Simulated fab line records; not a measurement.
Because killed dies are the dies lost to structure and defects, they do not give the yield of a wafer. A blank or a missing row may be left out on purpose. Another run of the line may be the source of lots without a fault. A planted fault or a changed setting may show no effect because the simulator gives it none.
fab line records -- flow n5-finfet
record: lots: 7, wafers: 21
route steps=1938 shown FIN_SAQP@100 FIN_CUT@156 DUMMY_GATE@237 SD_EPI_N@269
start-h: the number of hours between the record's first day and the start of the first shown wafer of the lot -- wait-h: hours from the lot's prior step to this one -- " unchanged from the row above -- L1.1+2: one row covering several wafers at once -- - value missing, or start not given -- * or withheld: withheld -- < > ~ a bound
route shown NAME@n: a module of which the file shows steps, and the number in the route of the first -- usual: mean/standard deviation taken from wafers without a fault -- same: alike in all rows -- chamber/n: place in a boat -- sites: each site's reading -- _std_site: their standard deviation -- _edge_site: mean of outer sites minus mean of inner sites -- radius-mm: for every site, how far away it sits from the centre of the wafer -- mask NAME#n: copy n -- behind: the most recent tool/chamber to have shaped the wafer -- hold: the reason the lot was held/the length of the hold in hours/how it ended -- device: transistor that didn't switch, given as n, p or np -- end of line: tests of these same wafers at the route's end -- a step with no rows: only its recipe -- killed: count of dies lost to structure and defects at first sort (not the wafer's yield) -- map: a wafer's dies, x killed, . not, _ none there
set.NAME: the run value of the setting; set.NAME@STEP: its run value at that earlier step -- model.NAME: the simulator's own value behind a step, which no gauge read
one table per step and one row per wafer, for lots whose settings were changed on purpose
== steps ==
step: N5_FIN_SAQP_PECVD_06
recipe: material: a-Si, target-thk-a: 600, temp-c: 400, precursor: SiH4/He, pressure-torr: 3, rf-w: 100, time-s: 48.1
lot.wafer,tool,chamber,start-h,wait-h,set.time-s,model.a-Si_of_FIN_SAQP_PECVD_06.thk-nm
L074.1,pecvd-02,2,22.43,0.0,42.75,52.45
L074.2,pecvd-02,0,22.43,0.0,42.75,52.22
L074.6,pecvd-02,0,22.43,0.0,48.1,60.32
L076.1,pecvd-02,2,34.02,0.0,46.21,56.27
L076.3,pecvd-02,1,34.02,0.0,46.21,58.18
L076.6,pecvd-02,1,34.02,0.0,46.21,57.46
L079.2,pecvd-01,2,50.78,0.0,48.1,58.55
L079.4,pecvd-01,0,50.78,0.0,45.78,56.71
L079.6,pecvd-01,0,50.78,0.0,48.1,59.87
L081.3,pecvd-01,2,63.20,0.0,48.1,60.38
L081.4,pecvd-01,0,63.20,0.0,48.1,60.85
L081.6,pecvd-01,2,63.20,0.0,48.1,60.75
L094.1,pecvd-03,0,142.44,0.0,45.21,54.8
L094.3,pecvd-03,1,142.44,0.0,48.1,58.43
L094.6,pecvd-03,1,142.44,0.0,48.1,59.9
L095.1,pecvd-01,0,149.31,0.0,48.1,59.88
L095.4,pecvd-01,0,149.31,0.0,48.1,61
L095.5,pecvd-01,2,149.31,0.0,48.1,60.38
L097.1,pecvd-03,0,159.89,0.0,48.1,58.57
L097.2,pecvd-03,1,159.89,0.0,44.11,54.97
L097.5,pecvd-03,0,159.89,0.0,44.11,55.01
step: N5_FIN_SAQP_THK_MEAS_07
usual: thk-nm: 59.6/0.79
lot.wafer,tool,chamber,start-h,wait-h,set.time-s@FIN_SAQP_PECVD_06,thk-nm
L074.1,film-metro-02,-,22.55,0.1,42.75,52.4
L074.2,film-metro-02,-,22.55,0.1,42.75,52.2
L074.6,film-metro-02,-,22.55,0.1,48.1,60.4
L076.1,film-metro-02,-,34.14,0.1,46.21,56.3
L076.3,film-metro-02,-,34.14,0.1,46.21,58.2
L076.6,film-metro-02,-,34.14,0.1,46.21,57.5
L079.2,film-metro-02,-,50.90,0.1,48.1,58.6
L079.4,film-metro-02,-,50.90,0.1,45.78,56.7
L079.6,film-metro-02,-,50.90,0.1,48.1,59.9
L081.3,film-metro-02,-,63.29,0.1,48.1,60.4
L081.4,film-metro-02,-,63.29,0.1,48.1,60.9
L081.6,film-metro-02,-,63.29,0.1,48.1,60.7
L094.1,film-metro-01,-,142.53,0.1,45.21,54.8
L094.3,film-metro-01,-,142.53,0.1,48.1,58.4
L094.6,film-metro-01,-,142.53,0.1,48.1,59.9
L095.1,film-metro-01,-,149.40,0.1,48.1,59.9
L095.4,film-metro-01,-,149.40,0.1,48.1,61.0
L095.5,film-metro-01,-,149.40,0.1,48.1,60.4
L097.1,film-metro-02,-,159.97,0.1,48.1,58.6
L097.2,film-metro-02,-,159.97,0.1,44.11,55.0
L097.5,film-metro-02,-,159.97,0.1,44.11,55.0
step: N5_FIN_SAQP_HM_DEP_72
recipe: material: SiO2, target-thk-a: 120, temp-c: 400, precursor: SiH4/N2O, pressure-torr: 0.75, rf-w: 275, time-s: 7.2
step: N5_FIN_SAQP_COAT_49
recipe: resist: SOC, temp-c: 250, time-s: 60, spin-rpm: 1500, resist-thk-nm: 100
step: N5_FIN_SAQP_HM_OPEN_73
recipe: chemistry: CHF3/O2, target: SiO2, stop-on: a-Si, target-depth-a: 120, over-etch-frac: 1.8, mask-material: SOC, time-s: 16.8, pressure-mtorr: 30, source-w: 650, bias-w: 170, Ar_flow_sccm: 200, CHF3_flow_sccm: 50, O2_flow_sccm: 5, ion-energy-ev: 200, ends: end-point
step: N5_FIN_SAQP_STRIP_74
recipe: chemistry: CHF3/O2, resist: SiARC, rf-frequency-hz: 6e+07
step: N5_FIN_SAQP_MANDREL_ETCH_22
recipe: target-depth-a: 600, chemistry: HBr/Cl2, target: a-Si, stop-on: SiNx, bt-time-s: 10, over-etch-frac: 0.5, time-s: 30, pressure-mtorr: 10, icp-w: 800, bias-w: 75, HBr_flow_sccm: 150, Cl2_flow_sccm: 80, ends: end-point
lot.wafer,tool,chamber,start-h,wait-h,set.time-s@FIN_SAQP_PECVD_06,model.etch.depth-nm
L074.1,rie-si-04,3,23.29,0.0,42.75,52.43
L074.2,rie-si-04,2,23.29,0.0,42.75,52.22
L074.6,rie-si-04,0,23.29,0.0,48.1,60.32
L076.1,rie-si-04,3,35.18,0.0,46.21,56.23
L076.3,rie-si-04,2,35.18,0.0,46.21,58.18
L076.6,rie-si-04,1,35.18,0.0,46.21,57.45
L079.2,rie-si-04,1,51.76,0.0,48.1,58.51
L079.4,rie-si-04,3,51.76,0.0,45.78,56.66
L079.6,rie-si-04,1,51.76,0.0,48.1,59.82
L081.3,rie-si-04,1,64.05,0.0,48.1,60.36
L081.4,rie-si-04,3,64.05,0.0,48.1,60.83
L081.6,rie-si-04,1,64.05,0.0,48.1,60.73
L094.1,rie-si-02,1,143.35,0.0,45.21,54.78
L094.3,rie-si-02,2,143.35,0.0,48.1,58.42
L094.6,rie-si-02,3,143.35,0.0,48.1,59.87
L095.1,rie-si-04,3,151.45,0.0,48.1,59.85
L095.4,rie-si-04,0,151.45,0.0,48.1,61
L095.5,rie-si-04,3,151.45,0.0,48.1,60.38
L097.1,rie-si-04,3,160.97,0.0,48.1,58.57
L097.2,rie-si-04,1,160.97,0.0,44.11,54.93
L097.5,rie-si-04,2,160.97,0.0,44.11,55.01
step: N5_FIN_SAQP_STRIP_55
recipe: chemistry: N2/H2, power-w: 500, temp-c: 40, pressure-mtorr: 50, rf-frequency-hz: 6e+07, overash-fraction: 0.3, bias-power-w: 28, h2-frac: 0.5, n2-flow-sccm: 300, h2-flow-sccm: 300
step: N5_FIN_SAQP_STRIP_23
recipe: chemistry: SPM, time-s: 750, temp-c: 130, h2so4-h2o2-vol-ratio: 4
step: N5_FIN_SAQP_SRD_66
recipe: dry: ipa-marangoni, time-s: 30, temp-c: 23, rinse-liquid: diw
step: N5_FIN_SAQP_RECESS_75
recipe: chemistry: HF/NH3, target: SiO2, target-depth-a: 144, afs-cycles: 3, temp-c: 30, sublimation-temp-c: 180, sublimation-time-s: 60
step: N5_FIN_SAQP_SPACER1_ALD_24
recipe: material: SiO2, target-thk-a: 203, temp-c: 300, ald-precursor-family: BDEAS, ald-co-reactant: O2-plasma, pulse-time-s: 1, purge-time-s: 2, co-reactant-purge-time-s: 2, ald-cycles: 218, pressure-torr: 2
lot.wafer,tool,chamber,start-h,wait-h,set.time-s@FIN_SAQP_PECVD_06,model.a-Si_of_FIN_SAQP_PECVD_06.thk-nm
L074.1,ald-sin-01,2,24.09,0.3,42.75,52.2
L074.2,ald-sin-01,0,24.09,0.3,42.75,52
L074.6,ald-sin-01,3,24.09,0.3,48.1,60.2
L076.1,ald-sin-04,0,36.23,0.3,46.21,56
L076.3,ald-sin-04,2,36.23,0.3,46.21,58
L076.6,ald-sin-04,3,36.23,0.3,46.21,57.2
L079.2,ald-sin-04,3,52.57,0.3,48.1,58.4
L079.4,ald-sin-04,2,52.57,0.3,45.78,56.4
L079.6,ald-sin-04,1,52.57,0.3,48.1,59.6
L081.3,ald-sin-01,3,66.08,0.1,48.1,60.2
L081.4+6,ald-sin-01,"2,1",66.08,0.1,48.1,60.6
L094.1,ald-sin-03,0,144.49,0.6,45.21,54.6
L094.3,ald-sin-03,3,144.49,0.6,48.1,58.2
L094.6,ald-sin-03,3,144.49,0.6,48.1,59.6
L095.1,ald-sin-03,3,152.26,0.3,48.1,59.6
L095.4,ald-sin-03,0,152.26,0.3,48.1,60.8
L095.5,ald-sin-03,2,152.26,0.3,48.1,60.2
L097.1,ald-sin-03,1,162.06,0.5,48.1,58.4
L097.2+5,ald-sin-03,"0,1",162.06,0.5,44.11,54.8
step: N5_FIN_SAQP_SPACER1_ETCHBACK_25
recipe: chemistry: CHF3/O2, mode: anisotropic-etchback, target: SiO2, target-depth-a: 244, time-s: 12.2, pressure-mtorr: 30, source-w: 650, bias-w: 170, Ar_flow_sccm: 200, CHF3_flow_sccm: 50, O2_flow_sccm: 5, ion-energy-ev: 200
step: N5_FIN_SAQP_MANDREL1_REMOVE_56
recipe: chemistry: HBr/Cl2/O2, bt-time-s: 10, target: a-Si, stop-on: SiNx, endpoint: OES-SiCl, over-etch-frac: 1, icp-w: 600, bias-w: 22, HBr_flow_sccm: 150, Cl2_flow_sccm: 80, O2_flow_sccm: 5, pressure-mtorr: 10
step: N5_FIN_SAQP_ETCH_57
recipe: chemistry: CH3F/O2, target: SiNx, mask-material: SiO2, target-depth-a: 325, time-s: 46.4, pressure-mtorr: 30, source-w: 395, bias-w: 73, Ar_flow_sccm: 150, CH3F_flow_sccm: 30, O2_flow_sccm: 20, ion-energy-ev: 120, ends: cleared
step: N5_FIN_SAQP_ETCH_65
recipe: chemistry: CF4, target: SiO2, target-depth-a: 40, ion-energy-ev: 350, time-s: 4.4, pressure-mtorr: 10, icp-w: 800, bias-w: 400, cf4-flow-sccm: 80
step: N5_FIN_SAQP_MANDREL_ETCH_58
recipe: chemistry: HBr/Cl2, target: a-Si, target-depth-a: 450, bt-time-s: 10, stop-on: SiNx, mask-material: SiO2, over-etch-frac: 0.8, time-s: 27, pressure-mtorr: 10, icp-w: 800, bias-w: 75, HBr_flow_sccm: 150, Cl2_flow_sccm: 80, ends: end-point
lot.wafer,tool,chamber,start-h,wait-h,set.time-s@FIN_SAQP_HM_DEP_03,model.SiNx_of_FIN_SAQP_HM_DEP_03.thk-nm
L074.1,rie-si-01,1,25.38,0.0,33.6,38
L074.2,rie-si-01,3,25.38,0.0,33.6,37.45
L074.6,rie-si-01,1,25.38,0.0,33.6,38.2
L076.1,rie-si-02,0,37.34,0.0,29.29,32.99
L076.3,rie-si-02,2,37.34,0.0,33.6,37.6
L076.6,rie-si-02,2,37.34,0.0,29.29,33.4
L079.2,rie-si-01,2,53.87,0.0,33.6,38.2
L079.4,rie-si-01,1,53.87,0.0,31.71,36.4
L079.6,rie-si-01,3,53.87,0.0,31.71,35.85
L081.3,rie-si-02,1,67.31,0.0,33.6,37.59
L081.4,rie-si-02,1,67.31,0.0,33.6,37.99
L081.6,rie-si-02,2,67.31,0.0,33.6,37.8
L094.1,rie-si-01,0,145.60,0.0,33.6,36.77
L094.3,rie-si-01,2,145.60,0.0,33.6,37.6
L094.6,rie-si-01,2,145.60,0.0,33.6,38.4
L095.1,rie-si-01,0,153.52,0.0,33.6,38.07
L095.4,rie-si-01,1,153.52,0.0,33.6,38.6
L095.5,rie-si-01,1,153.52,0.0,31.14,35.6
L097.1,rie-si-02,1,163.19,0.0,30.44,33.68
L097.2,rie-si-02,0,163.19,0.0,33.6,37.39
L097.5,rie-si-02,2,163.19,0.0,33.6,37.4
step: N5_FIN_SAQP_RECESS_63
recipe: chemistry: HF/NH3, target: SiO2, target-depth-a: 180, afs-cycles: 3, temp-c: 30, sublimation-temp-c: 180, sublimation-time-s: 60
step: N5_FIN_SAQP_COAT_68
recipe: resist: SOC, temp-c: 250, time-s: 60, spin-rpm: 1500, resist-thk-nm: 100
step: N5_FIN_SAQP_MANDREL2_REMOVE_60
recipe: chemistry: HBr/Cl2/O2, bt-time-s: 10, target: a-Si, stop-on: SiNx, endpoint: OES-SiCl, over-etch-frac: 1, icp-w: 600, bias-w: 22, HBr_flow_sccm: 150, Cl2_flow_sccm: 80, O2_flow_sccm: 5, pressure-mtorr: 10
step: N5_FIN_SAQP_HM_OPEN_33
recipe: chemistry: CH3F/O2, target: SiNx, mask-material: SiO2, target-depth-a: 494, time-s: 70.6, pressure-mtorr: 30, source-w: 395, bias-w: 73, Ar_flow_sccm: 150, CH3F_flow_sccm: 30, O2_flow_sccm: 20, ion-energy-ev: 120, ends: cleared
usual: etch-rf-on-time-s: 68.9/1.1
lot.wafer,tool,chamber,start-h,wait-h,set.time-s@FIN_SAQP_HM_DEP_03,etch-rf-on-time-s,model.etch.depth-nm
L074.1,rie-diel-06,2,26.85,0.0,33.6,68.9,37.44
L074.2,rie-diel-06,1,26.85,0.0,33.6,67.1,36.82
L074.6,rie-diel-06,3,26.85,0.0,33.6,69.2,37.52
L076.1,rie-diel-04,3,38.89,0.1,29.29,59.5,32.37
L076.3,rie-diel-04,1,38.89,0.1,33.6,68.0,37.02
L076.6,rie-diel-04,2,38.89,0.1,29.29,60.0,32.85
L079.2,rie-diel-06,2,55.88,0.0,33.6,69.3,37.62
L079.4,rie-diel-06,0,55.88,0.0,31.71,66.6,35.79
L079.6,rie-diel-06,2,55.88,0.0,31.71,65.3,35.22
L081.3,rie-diel-06,1,68.91,0.1,33.6,68.3,36.96
L081.4,rie-diel-06,0,68.91,0.1,33.6,70.8,37.37
L081.6,rie-diel-06,3,68.91,0.1,33.6,68.6,37.12
L094.1,rie-diel-04,3,147.39,0.0,33.6,67.1,36.14
L094.3,rie-diel-04,2,147.39,0.0,33.6,69.7,37.06
L094.6,rie-diel-04,1,147.39,0.0,33.6,70.0,37.68
L095.1,rie-diel-01,3,154.94,0.0,33.6,68.0,37.45
L095.4,rie-diel-01,1,154.94,0.0,33.6,68.7,38
L095.5,rie-diel-01,1,154.94,0.0,31.14,64.0,35.05
L097.1,rie-diel-01,2,164.60,0.0,30.44,60.6,33.05
L097.2,rie-diel-01,3,164.60,0.0,33.6,67.7,36.77
L097.5,rie-diel-01,1,164.60,0.0,33.6,66.7,36.84
step: N5_FIN_CUT_COAT_29
recipe: resist: underlayer, temp-c: 205, time-s: 60, spin-rpm: 1500, resist-thk-nm: 10
lot.wafer,tool,chamber,start-h,wait-h,set.spin-rpm,model.underlayer_of_FIN_CUT_COAT_29.thk-nm
L074.1+2+6,litho-track-02,0,-,-,1500,10
L076.1+6,litho-track-02,0,-,-,1500,10
L076.3,litho-track-02,0,-,-,1654,9.6
L079.2+4+6,litho-track-02,0,-,-,1500,10
L081.3+4+6,litho-track-04,0,-,-,1500,10
L094.1,litho-track-04,0,-,-,1340,10.6
L094.3+6,litho-track-04,0,-,-,1500,10
L095.1+4+5,litho-track-04,0,-,-,1500,10
L097.1+2+5,litho-track-02,0,-,-,1500,10
step: N5_FIN_CUT_COAT_02
recipe: resist: CAR-EUV, spin-rpm: 1500, resist-thk-nm: 30
step: N5_FIN_CUT_EBR_04
recipe: solvent: PGMEA, ebr-width-mm: 1.5
step: N5_FIN_CUT_DESCUM_13
recipe: chemistry: O2, time-s: 7, source-power-w: 50, bias-power-w: 20, pressure-mtorr: 20, rf-frequency-hz: 2.712e+07, temp-c: 40, resist: CAR-EUV, o2-flow-sccm: 225
step: N5_FIN_CUT_ETCH_30
recipe: chemistry: N2/H2, target: underlayer, target-depth-a: 130, mask-material: CAR-EUV, time-s: 10.4, ion-energy-ev: 200, pressure-mtorr: 30, source-w: 840, bias-w: 150, n2-flow-sccm: 200, h2-flow-sccm: 200, ends: cleared
lot.wafer,tool,chamber,start-h,wait-h,set.spin-rpm@FIN_CUT_COAT_29,model.etch.depth-nm,model.CAR-EUV_of_FIN_CUT_COAT_02.thk-nm
L074.1,rie-diel-02,3,28.03,0.0,1500,10.01,14.6
L074.2,rie-diel-02,1,28.03,0.0,1500,9.986,14.6
L074.6,rie-diel-02,3,28.03,0.0,1500,10.02,14.6
L076.1,rie-diel-03,3,40.01,0.0,1500,10.03,14.6
L076.3,rie-diel-03,1,40.01,0.0,1654,9.53,15.2
L076.6,rie-diel-03,0,40.01,0.0,1500,10,14.6
L079.2,rie-diel-03,2,57.04,0.0,1500,10.04,14.8
L079.4+6,rie-diel-03,"3,0",57.04,0.0,1500,10.03,14.6
L081.3,rie-diel-03,0,69.99,0.0,1500,9.999,14.6
L081.4,rie-diel-03,2,69.99,0.0,1500,10.01,14.6
L081.6,rie-diel-03,2,69.99,0.0,1500,10.02,14.6
L094.1,rie-diel-03,0,167.00,0.0,1340,10.57,13.8
L094.3,rie-diel-03,3,167.00,0.0,1500,10.02,14.4
L094.6,rie-diel-03,3,167.00,0.0,1500,9.985,14.4
L095.1,rie-diel-02,1,169.31,0.0,1500,9.989,14.6
L095.4,rie-diel-02,2,169.31,0.0,1500,10.01,14.6
L095.5,rie-diel-02,2,169.31,0.0,1500,10.01,14.8
L097.1,rie-diel-03,2,170.26,0.0,1500,9.983,14.8
L097.2,rie-diel-03,3,170.26,0.0,1500,9.982,14.8
L097.5,rie-diel-03,3,170.26,0.0,1500,10.03,14.6
step: N5_FIN_CUT_ETCH_20
recipe: chemistry: CF4, target: SiARC, target-depth-a: 260, mask-material: CAR-EUV, time-s: 43.3, ion-energy-ev: 80, pressure-mtorr: 40, source-w: 545, bias-w: 36, Ar_flow_sccm: 100, cf4-flow-sccm: 100, ends: cleared
lot.wafer,tool,chamber,start-h,wait-h,set.spin-rpm@FIN_CUT_COAT_29,model.underlayer_of_FIN_CUT_COAT_29.thk-nm
L074.1+2+6,rie-diel-02,"3,1,3",28.05,0.0,1500,9.2
L076.1,rie-diel-03,3,40.03,0.0,1500,9.4
L076.3,rie-diel-03,1,40.03,0.0,1654,8.8
L076.6,rie-diel-03,0,40.03,0.0,1500,9.2
L079.2+4+6,rie-diel-03,"2,3,0",57.06,0.0,1500,9.4
L081.3+4+6,rie-diel-03,"0,2,2",70.01,0.0,1500,9.2
L094.1,rie-diel-03,0,167.02,0.0,1340,9.8
L094.3+6,rie-diel-03,3,167.02,0.0,1500,9.2
L095.1+4+5,rie-diel-02,"1,2,2",169.33,0.0,1500,9.2
L097.1+2,rie-diel-03,"2,3",170.28,0.0,1500,9.2
L097.5,rie-diel-03,3,170.28,0.0,1500,9.4
step: N5_DUMMY_GATE_ETCH_37
recipe: chemistry: N2/H2, target: SOC, target-depth-a: 600, overetch-a: 300, temp-c: 40, ion-energy-ev: 200, pressure-mtorr: 30, source-w: 840, bias-w: 150, n2-flow-sccm: 200, h2-flow-sccm: 200
usual: rf-vpp-V: 523.3/2.3
lot.wafer,tool,chamber,start-h,wait-h,set.source-w,rf-vpp-V
L074.1,rie-diel-02,1,46.65,0.0,840,520.7
L074.2,rie-diel-02,2,46.65,0.0,840,522.1
L074.6,rie-diel-02,3,46.65,0.0,840,522.4
L076.1,rie-diel-03,1,60.93,0.0,840,525.6
L076.3,rie-diel-03,2,60.93,0.0,840,521.1
L076.6,rie-diel-03,0,60.93,0.0,788,539.1
L079.2,rie-diel-03,2,76.49,0.0,794.5,530.1
L079.4,rie-diel-03,3,76.49,0.0,794.5,535.8
L079.6,rie-diel-03,3,76.49,0.0,794.5,537.1
L081.3,rie-diel-02,3,91.42,0.0,840,520.9
L081.4,rie-diel-02,3,91.42,0.0,840,522.0
L081.6,rie-diel-02,2,91.42,0.0,840,522.1
L094.1,rie-diel-02,3,212.35,0.0,988.2,492.7
L094.3,rie-diel-02,2,212.35,0.0,840,521.2
L094.6,rie-diel-02,3,212.35,0.0,988.2,494.1
L095.1,rie-diel-05,2,212.91,0.0,840,523.9
L095.4,rie-diel-05,3,212.91,0.0,840,524.8
L095.5,rie-diel-05,1,212.91,0.0,840,526.3
L097.1,rie-diel-05,0,213.44,0.0,891.5,512.3
L097.2,rie-diel-05,3,213.44,0.0,891.5,514.3
L097.5,rie-diel-05,3,213.44,0.0,840,524.0
step: N5_DUMMY_GATE_ETCH_31
recipe: chemistry: C4F6/O2, target: SiO2, mask-material: SOC, target-depth-a: 825, time-s: 27.5, ion-energy-ev: 250, pressure-mtorr: 30, source-w: 345, bias-w: 185, Ar_flow_sccm: 300, C4F6_flow_sccm: 10, O2_flow_sccm: 10
lot.wafer,tool,chamber,start-h,wait-h,set.target-depth-a,model.etch.depth-nm,model.SOC_of_DUMMY_GATE_COAT_34.thk-nm
L074.1,rie-diel-02,2,46.93,0.0,825,83.94,51.4
L074.2,rie-diel-02,3,46.93,0.0,856.7,86.75,51.2
L074.6,rie-diel-02,3,46.93,0.0,856.7,86.5,51
L076.1,rie-diel-05,3,61.21,0.0,751.5,75.02,52.6
L076.3,rie-diel-05,2,61.21,0.0,825,81.92,51.8
L076.6,rie-diel-05,2,61.21,0.0,751.5,75.04,52.4
L079.2,rie-diel-03,3,76.99,0.3,825,81.9,52
L079.4,rie-diel-03,2,76.99,0.3,825,82.32,51.8
L079.6,rie-diel-03,1,76.99,0.3,825,82.28,52
L081.3,rie-diel-05,2,91.70,0.0,825,81.91,51.8
L081.4,rie-diel-05,3,91.70,0.0,825,81.73,52.2
L081.6,rie-diel-05,3,91.70,0.0,825,82.04,52
L094.1,rie-diel-02,2,212.92,0.2,884.8,89.82,50.8
L094.3,rie-diel-02,0,212.92,0.2,884.8,90.2,50.8
L094.6,rie-diel-02,0,212.92,0.2,825,84.03,51.4
L095.1,rie-diel-03,0,213.27,0.1,825,82.4,51.8
L095.4,rie-diel-03,3,213.27,0.1,747.5,73.55,52.4
L095.5,rie-diel-03,1,213.27,0.1,825,81.49,51.8
L097.1,rie-diel-05,2,214.07,0.1,776.9,78.84,52.2
L097.2,rie-diel-05,0,214.07,0.1,776.9,76.31,52.6
L097.5,rie-diel-05,0,214.07,0.1,825,80.12,52.2
step: N5_SD_EPI_N_DEVELOP_08
recipe: develop-time-s: 30, developer: TMAH, resist: CAR-ArF-block, dev-temp-c: 23, rinse-liquid: diw, dry: air-spin
lot.wafer,tool,chamber,start-h,wait-h,set.develop-time-s
L074.1+2,litho-track-03,0,-,-,36.1
L074.6,litho-track-03,0,-,-,30
L076.1+3,litho-track-02,0,-,-,25.36
L076.6,litho-track-02,0,-,-,30
L079.2,litho-track-03,0,-,-,25.5
L079.4+6,litho-track-03,0,-,-,30
L081.3+4+6,litho-track-03,0,-,-,30
L094.1,litho-track-03,0,-,-,35.77
L094.3+6,litho-track-03,0,-,-,30
L095.1,litho-track-02,0,-,-,26.09
L095.4+5,litho-track-02,0,-,-,30
L097.1+5,litho-track-05,0,-,-,30
L097.2,litho-track-05,0,-,-,33.02
step: N5_SD_EPI_N_DESCUM_14
recipe: chemistry: O2, time-s: 7.9, source-power-w: 50, bias-power-w: 20, pressure-mtorr: 20, rf-frequency-hz: 2.712e+07, temp-c: 40, resist: CAR-ArF-block, o2-flow-sccm: 225
lot.wafer,tool,chamber,start-h,wait-h,set.develop-time-s@SD_EPI_N_DEVELOP_08,model.SD_EPI_N.cd-nm
L074.1,rie-diel-06,1,49.44,0.0,36.1,121
L074.2,rie-diel-06,0,49.44,0.0,36.1,120.8
L074.6,rie-diel-06,1,49.44,0.0,30,119.4
L076.1,rie-diel-04,2,62.91,0.0,25.36,119.4
L076.3,rie-diel-04,1,62.91,0.0,25.36,119.2
L076.6,rie-diel-04,1,62.91,0.0,30,120.6
L079.2,rie-diel-01,0,80.13,0.0,25.5,119.2
L079.4,rie-diel-01,1,80.13,0.0,30,120
L079.6,rie-diel-01,1,80.13,0.0,30,-
L081.3+4,rie-diel-01,"2,0",93.68,0.2,30,119.4
L081.6,rie-diel-01,0,93.68,0.2,30,119.8
L094.1,rie-diel-04,3,214.75,0.0,35.77,121.2
L094.3,rie-diel-04,2,214.75,0.0,30,119.8
L094.6,rie-diel-04,3,214.75,0.0,30,119.4
L095.1,rie-diel-06,0,215.30,0.0,26.09,119.6
L095.4,rie-diel-06,3,215.30,0.0,30,120.6
L095.5,rie-diel-06,2,215.30,0.0,30,120.4
L097.1+5,rie-diel-01,2,216.27,0.2,30,120.8
L097.2,rie-diel-01,1,216.27,0.2,33.02,121
step: N5_SD_EPI_N_ETCH_16
recipe: chemistry: CHF3/O2, target: SiO2, target-depth-a: 50, mask-material: SOC, pressure-mtorr: 30, source-w: 650, bias-w: 170, Ar_flow_sccm: 200, CHF3_flow_sccm: 50, O2_flow_sccm: 5, ion-energy-ev: 200
lot.wafer,tool,chamber,start-h,wait-h,set.target-depth-a,model.etch.depth-nm
L074.1,rie-diel-06,1,50.05,0.1,50,5.046
L074.2,rie-diel-06,0,50.05,0.1,50,4.973
L074.6,rie-diel-06,1,50.05,0.1,50,5.044
L076.1,rie-diel-04,2,63.52,0.1,50,4.977
L076.3,rie-diel-04,1,63.52,0.1,50,5.008
L076.6,rie-diel-04,1,63.52,0.1,48.19,4.838
L079.2,rie-diel-01,0,80.75,0.1,50,5.101
L079.4,rie-diel-01,1,80.75,0.1,45.34,4.643
L079.6,rie-diel-01,1,80.75,0.1,50,5.158
L081.3,rie-diel-01,2,94.29,0.1,50,5.152
L081.4,rie-diel-01,0,94.29,0.1,50,5.104
L081.6,rie-diel-01,0,94.29,0.1,50,5.071
L094.1,rie-diel-04,3,215.36,0.1,50,5.053
L094.3,rie-diel-04,2,215.36,0.1,50,5.008
L094.6,rie-diel-04,3,215.36,0.1,46.88,4.654
L095.1,rie-diel-06,0,215.92,0.1,47.7,4.73
L095.4,rie-diel-06,3,215.92,0.1,47.7,4.749
L095.5,rie-diel-06,2,215.92,0.1,50,5.049
L097.1,rie-diel-01,2,216.89,0.1,50,5.017
L097.2,rie-diel-01,1,216.89,0.1,50,5.007
L097.5,rie-diel-01,2,216.89,0.1,50,4.995
== key ==
split: step: N5_FIN_SAQP_PECVD_06, setting: time-s, stated: 48.1, by: wafer
response: step: N5_FIN_SAQP_PECVD_06, reading: model.a-Si_of_FIN_SAQP_PECVD_06.thk-nm, change: +0.623, per: 1%, r: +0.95
response: step: N5_FIN_SAQP_THK_MEAS_07, reading: thk-nm, change: *, per: 1%, r: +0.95
response: step: N5_FIN_SAQP_MANDREL_ETCH_22, reading: model.etch.depth-nm, change: +0.624, per: 1%, r: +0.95
response: step: N5_FIN_SAQP_SPACER1_ALD_24, reading: model.a-Si_of_FIN_SAQP_PECVD_06.thk-nm, change: +0.629, per: 1%, r: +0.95
split: step: N5_FIN_CUT_COAT_29, setting: spin-rpm, stated: 1500, by: wafer
response: step: N5_FIN_CUT_COAT_29, reading: model.underlayer_of_FIN_CUT_COAT_29.thk-nm, change: -0.0479, per: 1%, r: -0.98
response: step: N5_FIN_CUT_ETCH_30, reading: model.etch.depth-nm, change: -0.0505, per: 1%, r: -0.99
response: step: N5_FIN_CUT_ETCH_30, reading: model.CAR-EUV_of_FIN_CUT_COAT_02.thk-nm, change: +0.0573, per: 1%, r: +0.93
response: step: N5_FIN_CUT_ETCH_20, reading: model.underlayer_of_FIN_CUT_COAT_29.thk-nm, change: -0.0526, per: 1%, r: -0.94
split: step: N5_DUMMY_GATE_ETCH_37, setting: source-w, stated: 840, by: wafer
response: step: N5_DUMMY_GATE_ETCH_37, reading: rf-vpp-V, change: -1.69, per: 1%, r: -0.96
split: step: N5_DUMMY_GATE_ETCH_31, setting: target-depth-a, stated: 825, by: wafer
response: step: N5_DUMMY_GATE_ETCH_31, reading: model.etch.depth-nm, change: +0.776, per: 1%, r: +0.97
response: step: N5_DUMMY_GATE_ETCH_31, reading: model.SOC_of_DUMMY_GATE_COAT_34.thk-nm, change: -0.0689, per: 1%, r: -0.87
split: step: N5_SD_EPI_N_DEVELOP_08, setting: develop-time-s, stated: 30, by: wafer
response: step: N5_SD_EPI_N_DESCUM_14, reading: model.SD_EPI_N.cd-nm, change: +0.0712, per: 1%, r: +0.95
split: step: N5_SD_EPI_N_ETCH_16, setting: target-depth-a, stated: 50, by: wafer
response: step: N5_SD_EPI_N_ETCH_16, reading: model.etch.depth-nm, change: +0.0554, per: 1%, r: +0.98
split outside-this-file step=N5_FIN_SAQP_HM_DEP_03 setting=time-s
split outside-this-file: this setting was split too, and the file shows its column; the key of that split is in another file
